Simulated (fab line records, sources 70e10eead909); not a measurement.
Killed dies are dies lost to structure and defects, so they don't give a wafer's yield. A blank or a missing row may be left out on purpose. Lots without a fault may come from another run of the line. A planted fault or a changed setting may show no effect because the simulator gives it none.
fab line records | flow nand_harc
record lots=6 wafers=18 last_day=32
route steps=1302 shown A_CHANNEL_HOLE_D1@480 A_CHANNEL_FILL_D1@490 A_DECK1_JOINT@518 END@1301
lots that met no fault: from a run of the same line without faults
start_h: hours from the record's first day to the start of the lot's first wafer shown | wait_h: hours since the lot's step before | " the same as in the row above | L1.1+2: a row that stands for several wafers | - no value, or no start given | * or withheld: withheld | < > ~ a bound
route shown NAME@n: a module of which the file shows steps, and the number in the route of the first | usual: mean/standard deviation of fault-free wafers | same: alike in all rows | chamber/n: place in a boat | sites: the reading at each site | _std_site: their standard deviation | _edge_site: outer sites' mean less inner sites' | radius_mm: how far each site lies from the wafer's centre | mask NAME#n: copy n | behind: the tool/chamber that last shaped the wafer | hold: why the lot was held/for how many hours/how that ended | device: the transistor (n, p or np) that didn't switch | end of line: the same wafers' tests at the end of the route | a step without rows: its recipe alone | killed: dies lost to structure and defects at the first sort, not the wafer's yield | map: a wafer's dies, x killed, . not, _ none there
set.NAME: the setting as run; set.NAME@STEP: as run at that earlier step | model.NAME: the simulator's own value behind a step, which no gauge read
lots at some steps of the route; a table a step, a row a wafer
services: from which hour (start_h, from the record's first day; less than 0 if before it) a tool's chamber was out of use, for how many hours, and why
## steps
# step NHARC_A_CHANNEL_HOLE_D1_STRIP_41
# recipe n2_flow_sccm=150 h2_flow_sccm=150 ar_flow_sccm=0 bias_w=0 chemistry=N2/H2
# step NHARC_A_CHANNEL_HOLE_D1_STRIP_42
# recipe cf4_flow_sccm=100 chf3_flow_sccm=30 ar_flow_sccm=0 bias_w=0 chemistry=CF4/CHF3
# step NHARC_A_CHANNEL_HOLE_D1_STRIP_43
# recipe o2_flow_sccm=400 cos_flow_sccm=20 ar_flow_sccm=0 bias_w=0 chemistry=O2/COS
# step NHARC_A_CHANNEL_HOLE_D1_ETCH_44
# recipe target_depth_a=1400 overetch_a=140 time_s=77 ion_energy_ev=100 cf4_flow_sccm=80 o2_flow_sccm=20 ar_flow_sccm=0 rf_w=300 bias_w=100 chemistry=CF4/O2
# step NHARC_A_CHANNEL_HOLE_D1_STRIP_27
# recipe o2_flow_sccm=500 ar_flow_sccm=0 bias_w=0 chemistry=O2
# usual drypump_motor_current_A=5.7/0.43 oes_product_au=1.000/0.015 rf_vpp_V=57.7/0.92 showerhead_plenum_p_Torr=3.51/0.14 throttle_valve_pct=17.036/0.0099
# columns lot.wafer tool chamber start_h wait_h drypump_motor_current_A oes_product_au rf_hours_counter_h rf_vpp_V showerhead_plenum_p_Torr throttle_valve_pct
L487.1 rie_diel-01 0 - - 6.3 1.025 2 58.6 3.42 17.037
L487.6 " 3 " " 5.3 1.015 - 57.7 3.73 17.025
L487.5 " 0 " " 6.3 1.017 - 57.0 3.42 17.029
L490.2 rie_diel-01 0 - - 6.3 1.034 4 58.1 3.42 17.030
L490.4 " 2 " " 5.3 0.992 5 56.9 3.36 17.045
L490.1 " 3 " " 5.4 1.016 5 58.8 3.73 17.040
L493.4 rie_diel-07 3 - - 4.9 0.992 55 56.9 3.39 17.046
L493.3 " 1 " " 6.3 1.021 60 59.0 3.41 17.031
L493.5 " 2 " " 5.9 0.993 - 57.4 3.53 17.024
L496.4 rie_diel-01 3 - - 5.4 0.993 9 58.3 3.73 17.035
L496.2 " 1 " " 5.6 0.990 8 57.3 3.55 17.053
L496.3 " 2 " " 5.3 0.993 8 57.6 3.36 17.043
L503.4 rie_diel-08 3 - - 6.4 1.001 3 58.8 3.67 17.042
L503.1 " 2 " " 5.9 0.993 3 58.1 3.62 17.012
L503.6 " 3 " " 6.4 1.002 - 56.5 3.67 17.050
L502.3 rie_diel-07 1 - - 6.3 1.006 30 56.7 3.40 17.039
L502.1 " 2 " " 6.0 1.016 33 58.3 3.51 17.034
L502.6 " 3 " " 4.9 1.009 - 59.5 3.37 17.035
# step NHARC_A_CHANNEL_HOLE_D1_PRECLEAN_28
# recipe time_s=* temp_c=50 bath_age_min=0 chemistry=SC1
# step NHARC_A_CHANNEL_HOLE_D1_SRD_29
# step NHARC_A_CHANNEL_HOLE_D1_CD_MEAS_30
# usual cd_nm=90.4/1.4
# columns lot.wafer tool chamber start_h wait_h cd_nm
L487.1 cd_sem-03 - 229.90 - 88.3
L487.5 " - " " 89.6
L487.6 " - " " 87.8
L490.1 cd_sem-03 - 265.21 - 93.1
L490.2 " - " " 92.4
L490.4 " - " " 89.0
L493.3 cd_sem-02 - 290.37 - 90.8
L493.4 " - " " 92.6
L493.5 " - " " 91.4
L496.2 cd_sem-01 - 316.06 0.1 89.6
L496.3 " - " " 89.8
L496.4 " - " " 92.5
L503.1 cd_sem-03 - 388.20 - 91.9
L503.4 " - " " 91.7
L503.6 " - " " 91.3
L502.1 cd_sem-01 - 392.60 - 92.5
L502.3 " - " " 90.0
L502.6 " - " " 91.2
# step NHARC_A_CHANNEL_HOLE_D1_XSEM_31
# recipe landing_energy_ev=35000
# step NHARC_A_CHANNEL_HOLE_D1_INSPECT_40
# usual raw_defect_count=68/22
# columns lot.wafer tool chamber start_h wait_h raw_defect_count
L487.1 defect_inspect-01 - 230.08 - 53
L487.5 " - " " 50
L487.6 " - " " 61
L490.1 defect_inspect-02 - 265.40 - 50
L490.2 " - " " 50
L490.4 " - " " 37
L493.3 defect_inspect-01 - 290.55 - 59
L493.4 " - " " 45
L493.5 " - " " 75
L496.2 defect_inspect-01 - 316.24 - 52
L496.3 " - " " 76
L496.4 " - " " 64
L503.1 defect_inspect-02 - 388.38 - 65
L503.4 " - " " 56
L503.6 " - " " 57
L502.1 defect_inspect-01 - 392.79 - 54
L502.3 " - " " 29
L502.6 " - " " 43
# step NHARC_A_CHANNEL_FILL_D1_PRECLEAN_00
# recipe time_s=* temp_c=50 bath_age_min=0 chemistry=SC1
# step NHARC_A_CHANNEL_FILL_D1_SRD_01
# step NHARC_A_CHANNEL_FILL_D1_ALD_02
# recipe target_thk_a=60 pulse_time_s=10 ald_cycles=60 temp_c=300 material=SiO2
# usual ald_cycles=60/0 heater_power_outer_w=268/29 heater_power_w=472/56 precursor_pulse_height_rel=1.002/0.019 susceptor_temp_C=300.03/0.19
# columns lot.wafer tool chamber start_h wait_h ald_cycles heater_power_outer_w heater_power_w precursor_pulse_height_rel susceptor_temp_C
L487.1 ald_hk-01 0 230.29 - 60 250 409 1.006 300.20
L487.5 " 0 " " 60 247 422 1.015 300.13
L487.6 " 1 " " 60 319 557 1.012 300.14
L490.1 ald_hk-03 2 265.59 - 60 238 400 0.981 299.87
L490.2 " 3 " " 60 316 534 1.007 300.11
L490.4 " 0 " " 60 302 557 1.000 299.83
L493.3 ald_hk-04 2 290.74 - 60 258 484 1.001 300.21
L493.4 " 0 " " 60 271 514 1.038 300.15
L493.5 " 3 " " 60 247 460 1.040 300.38
L496.2 ald_hk-01 3 316.44 - 60 215 405 1.009 300.06
L496.4 " 0 " " 60 254 425 0.977 299.95
L496.3 " 2 " " 60 296 493 1.064 300.01
L503.4 ald_hk-01 1 388.72 - 48 289 500 1.007 300.51
L503.1 " 2 " " 48 285 500 0.981 300.06
L503.6 " 3 " " 48 224 408 1.021 299.88
L502.1 ald_hk-01 2 392.99 - 48 296 485 0.978 299.91
L502.3 " 1 " " 48 300 509 0.995 299.83
L502.6 " 3 " " 48 221 404 1.022 300.02
# step NHARC_A_CHANNEL_FILL_D1_ALD_03
# recipe target_thk_a=60 pulse_time_s=60 ald_cycles=58 temp_c=630 pressure_torr=2 material=SiNx
# step NHARC_A_CHANNEL_FILL_D1_ALD_14
# recipe target_thk_a=25 pulse_time_s=10 ald_cycles=25 temp_c=300 material=SiO2
# step NHARC_A_CHANNEL_FILL_D1_ALD_15
# recipe target_thk_a=20 pulse_time_s=60 ald_cycles=19 temp_c=630 pressure_torr=2 material=SiNx
# step NHARC_A_CHANNEL_FILL_D1_ALD_16
# recipe target_thk_a=15 pulse_time_s=10 ald_cycles=15 temp_c=300 material=SiO2
# usual ald_cycles=15/0 heater_power_outer_w=269/29 heater_power_w=478/55 precursor_pulse_height_rel=1.001/0.018 susceptor_temp_C=299.99/0.21
# columns lot.wafer tool chamber start_h wait_h ald_cycles heater_power_outer_w heater_power_w precursor_pulse_height_rel susceptor_temp_C
L487.1 ald_hk-01 1 242.56 0.1 15 320 555 0.995 299.97
L487.5 " 3 " " 15 227 404 1.037 300.01
L487.6 " 0 " " 15 252 409 1.010 299.77
L490.2 ald_hk-03 3 278.16 0.5 15 315 533 1.019 300.04
L490.4 " 1 " " 15 267 425 1.000 300.26
L490.1 " 2 " " 15 235 395 0.998 299.82
L493.4 ald_hk-04 2 304.06 0.2 15 261 475 0.969 299.75
L493.3 " 1 " " 15 257 492 1.011 300.28
L493.5 " 3 " " 15 248 446 0.966 299.76
L496.3 ald_hk-03 0 328.68 0.0 15 303 559 0.979 300.01
L496.2 " 1 " " 15 266 414 1.019 300.15
L496.4 " 3 " " 15 325 542 1.024 300.09
L503.1 ald_hk-04 0 400.76 0.0 15 270 508 0.989 300.04
L503.4 " 2 " " 15 257 488 0.973 300.22
L503.6 " 0 " " 15 272 509 1.021 300.25
L502.3 ald_hk-03 1 405.22 0.1 15 240 380 1.028 299.90
L502.1 " 2 " " 15 229 392 0.989 299.86
L502.6 " 2 " " 15 231 382 1.013 300.06
# step NHARC_A_CHANNEL_FILL_D1_ANNEAL_17
# recipe temp_c=850 time_s=1800
# step NHARC_A_CHANNEL_FILL_D1_CVD_18
# recipe target_thk_a=30 temp_c=550 material=poly-Si
# step NHARC_A_CHANNEL_FILL_D1_ETCHBACK_19
# recipe target_depth_a=50 time_s=1.7 hbr_flow_sccm=150 cl2_flow_sccm=50 rf_w=400 icp_w=400 bias_w=100 chemistry=HBr/Cl2
# step NHARC_A_CHANNEL_FILL_D1_ETCHBACK_20
# recipe target_depth_a=270 time_s=13.5 c4f8_flow_sccm=withheld o2_flow_sccm=8 ar_flow_sccm=withheld rf_w=600 bias_w=1500 chemistry=C4F8/O2/Ar
# usual oes_product_au=0.97/0.036 rf_vpp_V=978/4.1
# columns lot.wafer tool chamber start_h wait_h oes_product_au rf_hours_counter_h rf_vpp_V
L487.1 rie_diel-11 0 255.52 - 1.01 9 980
L487.6 " 1 " " 1.00 - 976
L487.5 " 2 " " 0.98 - 979
L490.1 rie_diel-11 2 291.53 - 0.98 1 979
L490.4 " 0 " " 1.01 1 979
L490.2 " 1 " " 0.99 1 976
L493.3 rie_diel-11 2 319.43 - 0.97 3 978
L493.5 " 3 " " 0.98 - 975
L493.4 " 0 " " 1.01 - 980
L496.2 rie_diel-11 2 340.90 - 0.94 4 979
L496.3 " 3 " " 0.94 4 975
L496.4 " 0 " " 0.97 3 980
L503.4 rie_diel-02 2 412.76 - 1.00 1 983
L503.1 " 0 " " 0.96 1 975
L503.6 " 2 " " 1.01 - 984
L502.3 rie_diel-11 3 417.81 - 0.91 8 975
L502.1 " 2 " " 0.92 8 979
L502.6 " 3 " " 0.90 - 973
# step NHARC_A_CHANNEL_FILL_D1_STRIP_28
# recipe time_s=20 o2_flow_sccm=500 ar_flow_sccm=0 bias_w=0 chemistry=O2
# step NHARC_A_CHANNEL_FILL_D1_PRECLEAN_21
# recipe time_s=30 chemistry=dHF
# step NHARC_A_CHANNEL_FILL_D1_SRD_23
# step NHARC_A_CHANNEL_FILL_D1_CVD_05
# recipe target_thk_a=50 temp_c=550 material=poly-Si
# step NHARC_A_CHANNEL_FILL_D1_ANNEAL_22
# recipe temp_c=620 time_s=7200
# step NHARC_A_CHANNEL_FILL_D1_THK_MEAS_06
# recipe thk_meas_gauge=ellipsometry
# usual thk_nm=5.0/1
# columns lot.wafer tool chamber start_h wait_h thk_nm
L487.1 film_metro-02 - 269.55 0.4 6.8
L487.5 " - " " 5.1
L487.6 " - " " 4.9
L490.1 film_metro-02 - 303.49 0.4 6.7
L490.2 " - " " 4.1
L490.4 " - " " 5.2
L493.3 film_metro-01 - 331.31 0.4 5.1
L493.4 " - " " 5.1
L493.5 " - " " 5.2
L496.2 film_metro-02 - 352.79 0.4 3.4
L496.3 " - " " 3.9
L496.4 " - " " 4.2
L503.1 film_metro-02 - 425.09 0.4 4.3
L503.4 " - " " 4.1
L503.6 " - " " 3.7
L502.1 film_metro-01 - 429.75 0.4 5.4
L502.3 " - " " 5.6
L502.6 " - " " 4.5
# step NHARC_A_CHANNEL_FILL_D1_ALD_25
# recipe target_thk_a=600 pulse_time_s=10 ald_cycles=600 temp_c=300 material=SiOx
# step NHARC_A_CHANNEL_FILL_D1_ETCHBACK_08
# recipe target_depth_a=2200 time_s=110 c4f8_flow_sccm=20 ar_flow_sccm=withheld rf_w=600 bias_w=300 chemistry=C4F8
# step NHARC_A_CHANNEL_FILL_D1_STRIP_29
# recipe time_s=20 o2_flow_sccm=500 ar_flow_sccm=0 bias_w=0 chemistry=O2
# step NHARC_A_CHANNEL_FILL_D1_PRECLEAN_30
# recipe time_s=30 chemistry=dHF
# step NHARC_A_CHANNEL_FILL_D1_SRD_31
# step NHARC_A_CHANNEL_FILL_D1_CVD_09
# recipe target_thk_a=1500 temp_c=620 pressure_mtorr=200 time_s=3000 material=poly-Si
# step NHARC_A_CHANNEL_FILL_D1_CMP_10
# recipe target_thk_nm=150
# usual motor_current_A=12.4/0.97 slurry_filter_dp_kPa=13.48/0.14 time_to_endpoint_s=14.5/2.6
# columns lot.wafer tool chamber start_h wait_h motor_current_A slurry_filter_dp_kPa time_to_endpoint_s
L487.1 cmp-01 3 281.03 0.4 13.6 13.44 18.9
L487.5 " 1 " " 12.3 13.53 19.2
L487.6 " 2 " " 13.0 13.72 19.2
L490.1 cmp-01 2 314.95 0.4 13.4 13.31 15.5
L490.4 " 3 " " 13.3 13.70 20.0
L490.2 " 1 " " 12.1 13.61 15.9
L493.4 cmp-04 3 346.24 0.4 10.9 13.49 17.1
L493.3 " 0 " " 10.9 13.54 15.1
L493.5 " 0 " " 11.6 13.56 11.7
L496.4 cmp-01 1 364.24 0.4 12.1 13.54 15.9
L496.3 " 2 " " 12.8 13.59 13.3
L496.2 " 0 " " 13.2 13.42 10.0
L503.1 cmp-02 2 436.90 0.4 11.5 13.48 17.3
L503.4 " 1 " " 11.8 13.49 15.1
L503.6 " 3 " " 10.3 13.61 13.1
L502.3 cmp-02 3 441.08 0.4 10.2 13.74 16.2
L502.1 " 0 " " 14.1 13.31 13.2
L502.6 " 3 " " 10.9 13.41 14.4
# step NHARC_A_CHANNEL_FILL_D1_SRD_12
# step NHARC_A_CHANNEL_FILL_D1_INSPECT_13
# usual raw_defect_count=313/110
# columns lot.wafer tool chamber start_h wait_h raw_defect_count
L487.1 defect_inspect-02 - 281.40 0.0 316
L487.5 " - " " 236
L487.6 " - " " 483
L490.1 defect_inspect-02 - 315.37 0.0 360
L490.2 " - " " 313
L490.4 " - " " 352
L493.3 defect_inspect-01 - 346.65 0.0 156
L493.4 " - " " 340
L493.5 " - " " 193
L496.2 defect_inspect-01 - 364.66 0.0 412
L496.3 " - " " 388
L496.4 " - " " 679
L503.1 defect_inspect-01 - 437.31 0.0 312
L503.4 " - " " 214
L503.6 " - " " 410
L502.1 defect_inspect-02 - 441.47 0.0 317
L502.3 " - " " 450
L502.6 " - " " 210
# step NHARC_A_DECK1_JOINT_ETCHBACK_07
# recipe target_depth_a=1050 time_s=26.9 hbr_flow_sccm=150 rf_w=350 icp_w=350 bias_w=60 chemistry=HBr
# usual drypump_motor_current_A=5.53/0.29 oes_product_au=1.004/0.013 throttle_valve_pct=23.267/0.0085
# columns lot.wafer tool chamber start_h wait_h drypump_motor_current_A oes_product_au rf_hours_counter_h throttle_valve_pct
L487.1 rie_si-06 1 281.47 0.1 5.97 0.990 0.2 23.263
L487.6 " 0 " " 5.18 1.018 - 23.270
L487.5 " 1 " " 5.97 0.990 - 23.261
L490.4 rie_si-04 1 315.43 0.1 5.53 1.008 0.9 23.262
L490.1 " 2 " " 5.69 0.998 1.0 23.262
L490.2 " 0 " " 5.24 1.004 0.7 23.280
L493.4 rie_si-06 0 346.73 0.1 5.21 1.003 0.5 23.275
L493.3 " 2 " " 5.09 0.996 0.5 23.266
L493.5 " 3 " " 5.18 0.994 - 23.261
L496.3 rie_si-01 1 364.72 0.1 5.55 0.987 1.2 23.269
L496.4 " 2 " " 5.63 0.998 1.3 23.277
L496.2 " 0 " " 5.58 1.022 0.9 23.277
L503.1 rie_si-01 1 437.37 0.1 5.55 0.995 0.3 23.264
L503.4 " 3 " " 6.31 0.976 0.4 23.257
L503.6 " 1 " " 5.54 1.005 - 23.278
L502.1 rie_si-04 3 441.53 0.1 5.38 1.002 0.5 23.270
L502.3 " 2 " " 5.70 1.000 0.6 23.269
L502.6 " 3 " " 5.38 1.012 - 23.264
# step NHARC_A_DECK1_JOINT_ETCH_25
# recipe target_depth_a=5 chemistry=dHF material=SiO2
# step NHARC_A_DECK1_JOINT_ETCH_19
# recipe temp_c=25 target_depth_a=30 chemistry=TMAH material=poly-Si
# step NHARC_A_DECK1_JOINT_ETCH_18
# recipe target_depth_a=30 chemistry=dHF material=SiO2
# step NHARC_END_WLT_00
# usual VT_DECK1_BOTTOM=0.874/0.0072 VT_DECK1_BOTTOM_INNER=0.874/0.0074 VT_DECK1_MEDIAN_NEAR_BOTTOM=0.874/0.0069 VT_DECK1_MEDIAN_NEAR_BOTTOM_INNER=0.875/0.0079 VT_DECK1_MIDDLE=0.887/0.0062 VT_DECK1_MIDDLE_INNER=0.886/0.0069 VT_DECK1_TOP=0.897/0.0069 VT_DECK1_TOP_INNER=0.897/0.0074 VT_DECK2_BOTTOM=0.871/0.0096 VT_DECK2_BOTTOM_INNER=0.871/0.0095 VT_DECK2_MEDIAN_NEAR_BOTTOM=0.872/0.0097 VT_DECK2_MEDIAN_NEAR_BOTTOM_INNER=0.872/0.0095 VT_DECK2_MIDDLE=0.885/0.0086 VT_DECK2_MIDDLE_INNER=0.883/0.0082 VT_DECK2_TOP=0.895/0.008 VT_DECK2_TOP_INNER=0.895/0.0083
# columns lot.wafer tool chamber start_h wait_h VT_DECK1_BOTTOM VT_DECK1_BOTTOM_INNER VT_DECK1_MEDIAN_NEAR_BOTTOM VT_DECK1_MEDIAN_NEAR_BOTTOM_INNER VT_DECK1_MIDDLE VT_DECK1_MIDDLE_INNER VT_DECK1_TOP VT_DECK1_TOP_INNER VT_DECK2_BOTTOM VT_DECK2_BOTTOM_INNER VT_DECK2_MEDIAN_NEAR_BOTTOM VT_DECK2_MEDIAN_NEAR_BOTTOM_INNER VT_DECK2_MIDDLE VT_DECK2_MIDDLE_INNER VT_DECK2_TOP VT_DECK2_TOP_INNER
L487.1 prober-01 - 608.09 1.7 0.871 0.880 0.880 0.871 0.888 0.882 0.896 0.901 0.872 0.868 0.879 0.869 0.888 0.885 0.897 0.896
L487.5 " - 610.08 3.7 0.875 0.877 0.875 0.874 0.886 0.882 0.904 0.893 0.870 0.869 0.876 0.871 0.891 0.890 0.895 0.893
L487.6 " - " " 0.874 0.877 0.872 0.872 0.887 0.900 0.896 0.904 0.873 0.867 0.871 0.856 0.882 0.882 0.891 0.890
L490.1 prober-01 - 638.01 0.0 0.876 0.871 0.871 0.878 0.881 0.886 0.894 0.881 0.851 0.867 0.858 0.866 0.873 0.876 0.886 0.896
L490.2 " - " " 0.872 0.867 0.866 0.879 0.880 0.881 0.888 0.888 0.861 0.861 0.854 0.869 0.881 0.885 0.892 0.894
L490.4 " - 639.51 1.6 0.856 0.854 0.870 0.856 0.882 0.883 0.889 0.892 0.868 0.869 0.868 0.874 0.877 0.876 0.894 0.894
L493.3 prober-02 - 673.05 1.1 0.869 0.872 0.881 0.866 0.884 0.884 0.902 0.903 0.881 0.873 0.873 0.878 0.895 0.887 0.896 0.893
L493.4 " - " " 0.879 0.885 0.879 0.872 0.893 0.884 0.901 0.901 0.887 0.882 0.881 0.889 0.892 0.891 0.904 0.901
L493.5 " - " " 0.876 0.876 0.876 0.876 0.892 0.882 0.899 0.894 0.889 0.877 0.881 0.877 0.886 0.897 0.904 0.901
L496.2 prober-02 - 681.65 0.6 0.871 0.876 0.874 0.866 0.886 0.888 0.894 0.902 0.874 0.865 0.869 0.872 0.890 0.884 0.897 0.896
L496.3 " - " " 0.870 0.870 0.878 0.871 0.890 0.880 0.890 0.891 0.870 0.875 0.876 0.876 0.890 0.884 0.895 0.895
L496.4 " - " " 0.878 0.877 0.887 0.873 0.885 0.888 0.894 0.899 0.887 0.879 0.883 0.885 0.891 0.878 0.892 0.893
L503.1 prober-01 - 760.23 0.0 0.858 0.864 0.856 0.856 0.863 0.867 0.863 0.877 0.892 0.883 0.880 0.889 0.893 0.894 0.911 0.906
L503.4 " - 761.73 1.5 0.854 0.852 0.861 0.851 0.863 0.858 0.866 0.871 0.880 0.883 0.879 0.890 0.892 0.888 0.910 0.911
L503.6 " - 762.73 2.5 0.846 0.850 0.853 0.844 0.859 0.857 0.872 0.865 0.886 0.884 0.888 0.879 0.894 0.897 0.902 0.911
L502.1 prober-02 - 762.00 1.8 0.861 0.853 0.862 0.858 0.864 0.862 0.869 0.876 0.871 0.870 0.859 0.867 0.875 0.881 0.888 0.889
L502.3 " - " " 0.852 0.857 0.851 0.849 0.864 0.864 0.869 0.879 0.870 0.865 0.867 0.860 0.878 0.872 0.885 0.885
L502.6 " - 764.48 4.3 0.858 0.858 0.865 0.854 0.863 0.869 0.875 0.872 0.855 0.863 0.855 0.861 0.879 0.874 0.882 0.887
# step NHARC_END_SORT_01
# recipe temp_c=25
# usual killed_at_array=56/17 killed_at_other=1.2/1.4 killed_at_periphery=4/3.2 killed_dies=61/16 killed_open=3.6/2.1 killed_short=2.7/1.8
# same gross_dies=677
# columns lot.wafer tool chamber start_h wait_h killed_at_array killed_at_other killed_at_periphery killed_dies killed_open killed_short
L490.1 prober-01 0 641.02 2.5 35 0 6 41 2 8
L490.2 prober-01 0 641.82 2.8 59 0 3 62 6 4
L490.4 prober-01 0 643.43 3.4 44 0 3 47 5 4
L493.3 prober-02 0 676.68 3.1 46 0 4 50 4 1
L493.4 prober-02 0 677.49 3.4 48 0 3 51 4 1
L493.5 prober-02 0 678.30 3.7 49 2 4 55 6 3
# killed by level:class
L490.1 A_CHANNEL_HOLE_D2:chamber_film_flake=20 P_CONTACT:chamber_film_flake=3 A_DECK1_JOINT:geometric_particle:short=2 A_CHANNEL_HOLE_D1:chamber_film_flake=2 A_SLIT:chamber_film_flake=2 A_WL_FILL:chamber_film_flake=2 P_CONTACT:geometric_particle:open=1 P_CONTACT:geometric_particle:short=1
L490.2 A_CHANNEL_HOLE_D2:chamber_film_flake=41 A_CHANNEL_HOLE_D1:chamber_film_flake=3 A_WL_FILL:chamber_film_flake=3 P_M0:geometric_particle:open=2 A_CHANNEL_FILL_D1:geometric_particle:short=2 A_ONON_D1:geometric_particle:short=1 A_CHANNEL_FILL_D1:geometric_particle:open=1 A_DECK1_JOINT:geometric_particle:open=1
L490.4 A_CHANNEL_HOLE_D2:chamber_film_flake=24 A_CHANNEL_HOLE_D1:chamber_film_flake=5 A_WL_FILL:chamber_film_flake=4 A_SLIT:chamber_film_flake=3 A_STAIRCASE:chamber_film_flake=2 P_STI:geometric_particle:open=1 P_GATE:geometric_particle:open=1 P_CONTACT:geometric_particle:open=1
L493.3 A_SLIT:chamber_film_flake=32 A_CHANNEL_FILL_D2:chamber_film_flake=3 A_CONTACT:chamber_film_flake=3 P_BONDPAD:chamber_film_flake=2 A_CHANNEL_HOLE_D1:chamber_film_flake=2 P_GATE:geometric_particle:open=1 P_CONTACT:geometric_particle:open=1 A_ONON_D2:geometric_particle:open=1
L493.4 A_SLIT:chamber_film_flake=30 A_CHANNEL_HOLE_D1:chamber_film_flake=8 A_STAIRCASE:chamber_film_flake=5 P_STI:geometric_particle:open=1 A_CHANNEL_FILL_D1:geometric_particle:open=1 A_ONON_D2:geometric_particle:open=1 A_CHANNEL_FILL_D2:geometric_particle:short=1 A_M0:geometric_particle:open=1
L493.5 A_SLIT:chamber_film_flake=27 A_CHANNEL_HOLE_D1:chamber_film_flake=5 A_CONTACT:chamber_film_flake=5 A_CHANNEL_FILL_D2:chamber_film_flake=3 A_CHANNEL_FILL_D1:geometric_particle:open=2 A_STAIRCASE:chamber_film_flake=2 P_GATE:geometric_particle:short=1 P_GATE:geometric_particle:open=1
## services
# columns tool chamber start_h hours kind
ald_hk-03 - 212.07 10.0 pm
rie_si-01 0 215.04 26.8 repair
rie_diel-11 2 225.65 1.4 repair
rie_si-04 1 227.21 2.8 repair
rie_diel-01 2 230.95 4.5 repair
rie_diel-11 3 243.87 2.7 repair
rie_diel-11 3 251.00 7.5 repair
rie_diel-11 - 255.57 9.0 pm
ald_hk-04 - 263.11 10.0 pm
cmp-01 - 272.45 1.0 repair
ald_hk-03 - 277.52 0.6 repair
cmp-01 - 285.85 4.0 pm
ald_hk-04 - 287.47 0.3 repair
cmp-01 - 301.29 2.2 repair
rie_diel-11 1 318.08 14.1 repair
rie_diel-11 - 359.85 1.2 repair
rie_diel-01 1 362.21 11.3 repair
rie_diel-01 0 365.42 132.0 repair
rie_diel-01 - 380.81 9.0 pm
ald_hk-01 - 381.45 0.9 repair
cmp-01 - 383.85 4.0 pm
rie_diel-11 3 400.41 6.8 repair
rie_diel-01 1 419.37 3.8 repair
rie_diel-11 - 432.57 9.0 pm
## key
first_sign step=NHARC_A_CHANNEL_FILL_D1_ALD_02 reading=ald_cycles direction=down sigmas=99+ usual=60 struck=48
effect step=NHARC_END_WLT_00 reading=VT_DECK1_TOP direction=down sigmas=4.1 usual=0.897 struck=0.869
met_at NHARC_A_CHANNEL_FILL_D1_ALD_02
struck_wafers L502.1,L502.3,L502.6,L503.1,L503.4,L503.6
tester_left_out L502,L503
onset_between 316.44 388.72
fault kind=process_parameter_drift tool=ald_hk-01 chamber=- onset_h=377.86 steps=NHARC_A_CHANNEL_FILL_D1_ALD_02 channel=ald_cycles offset=-12 shape=step end_h=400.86 acts_in=these_recipes_only stated=60
# tester_left_out: of these lots the tester's yield and bins aren't shown, on N5 and GAA mostly nor the transistor test; their killed dies are dies lost to structure and defects alone, not to doping, threshold or leakage, so they don't give the yield
